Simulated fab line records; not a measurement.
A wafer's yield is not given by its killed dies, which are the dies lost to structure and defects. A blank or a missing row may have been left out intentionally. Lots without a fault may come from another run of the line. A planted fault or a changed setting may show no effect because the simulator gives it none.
Matching of chambers	flow nand_harc	rie_diel-03 running NHARC_A_ZERO_WELL_DESCUM_12: 4 sister chambers
The step chemistry O2, time 3 s. 14 wafers are shown with their chamber, then 7 later ones without.

== WAFERS, EACH WITH ITS CHAMBER ==
wafer	chamber	showerhead_plenum_p_Torr (Torr)	drypump_motor_current_A (A)	throttle_valve_pct (%)
L299.1	1	1.98	6.1	11.312
L299.4	2	2.01	5.8	11.315
L299.5	2	2.01	5.8	11.322
L300.1	1	1.98	6.1	11.314
L300.4	0	1.83	5.5	11.311
L300.5	3	1.93	5.1	11.301
L301.1	2	2.01	5.8	11.306
L301.3	0	1.83	5.5	11.309
L301.5	0	1.83	5.5	11.312
L303.2	2	2.01	5.8	11.321
L303.3	0	1.83	5.5	11.309
L303.4	3	1.93	5.1	11.314
L317.3	3	1.92	5.1	11.307
L317.5	2	2.01	5.9	11.307

SIGNATURES, as means of the wafers listed above
reading	chamber 0	chamber 1	chamber 2	chamber 3	scatter within a chamber
showerhead_plenum_p_Torr	1.8300	1.9800	2.0100	1.9267	0.00258
drypump_motor_current_A	5.500	6.100	5.820	5.100	0.0283
throttle_valve_pct	11.31025	11.31300	11.31420	11.30733	0.00566
Rule: a wafer lies at a distance from a chamber equal to the root of the sum of squares, over the readings, of (its reading less the chamber's mean, divided by the reading's scatter). The wafer belongs to the nearest chamber; if the next one is less than 2 further off, it can't be placed. The scatter: the root of (the sum of the squares of (reading less its chamber's mean) over the shown wafers, divided by (wafers less chambers)).

== WAFERS WITHOUT THEIR CHAMBER ==
wafer	showerhead_plenum_p_Torr (Torr)	drypump_motor_current_A (A)	throttle_valve_pct (%)
L317.6	1.98	6.1	11.299
L318.1	1.98	6.1	11.322
L318.4	2.01	5.9	11.299
L318.5	1.83	5.5	11.315
L321.1	2.00	5.9	11.313
L321.2	1.98	6.1	11.316
L321.6	1.83	5.5	11.294

== THE CHAMBER EACH PASSED THROUGH ==
wafer	from the rows above	in truth
L317.6	1	1
L318.1	1	1
L318.4	2	2
L318.5	0	0
L321.1	2	2
L321.2	1	1
L321.6	0	0
Correctly placed: 7 of 7. Number that these rows cannot place: 0. Number placed wrongly: 0.
